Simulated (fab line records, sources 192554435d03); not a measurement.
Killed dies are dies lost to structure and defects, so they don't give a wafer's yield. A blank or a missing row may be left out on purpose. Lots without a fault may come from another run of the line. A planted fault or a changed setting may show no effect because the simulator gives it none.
Chamber matching | flow n5_finfet | N5_BEOL_M13_ETCH_68 on rie_diel-02: 4 sister chambers
The step etches SOC in N2/H2, time 355 s. 7 wafers are shown with their chamber, then 8 later ones without.

WAFERS WITH THEIR CHAMBER
wafer  | chamber | throttle_valve_pct (%) | showerhead_plenum_p_Torr (Torr)
L076.4 | 1       | 17.37                  | 2.33
L078.4 | 0       | 18.05                  | 2.53
L078.6 | 0       | 18.06                  | 2.53
L084.2 | 3       | 17.33                  | 2.60
L086.2 | 3       | 17.36                  | 2.59
L086.6 | 2       | 17.23                  | 2.47
L090.1 | 2       | 17.23                  | 2.47

WAFERS WITHOUT THEIR CHAMBER
wafer  | throttle_valve_pct (%) | showerhead_plenum_p_Torr (Torr)
L090.3 | 18.09                  | 2.53
L090.4 | 17.38                  | 2.59
L093.1 | 17.38                  | 2.33
L093.3 | 17.24                  | 2.47
L093.4 | 17.40                  | 2.59
L092.1 | 18.10                  | 2.52
L092.2 | 17.40                  | 2.32
L092.4 | 17.24                  | 2.47

WHICH CHAMBER EACH WENT THROUGH
wafer  | from the rows above | in truth
L090.3 | 0                   | 0
L090.4 | 3                   | 3
L093.1 | 1                   | 1
L093.3 | 2                   | 2
L093.4 | 3                   | 3
L092.1 | 0                   | 0
L092.2 | 1                   | 1
L092.4 | 2                   | 2
Placed correctly: 8 of 8. Can't be placed from these rows: 0. Placed wrongly: 0.
How it was worked out, from the rows above alone: a wafer's distance from a chamber is the root of the sum, over the readings, of the square of ((its reading less the chamber's mean) divided by the reading's scatter). The wafer belongs to the nearest chamber; if the next one is less than 2 further off, it can't be placed. A chamber's mean is the mean of its shown wafers. The scatter: the root of (the sum of the squares of (reading less its chamber's mean) over the shown wafers, divided by (wafers less chambers)).
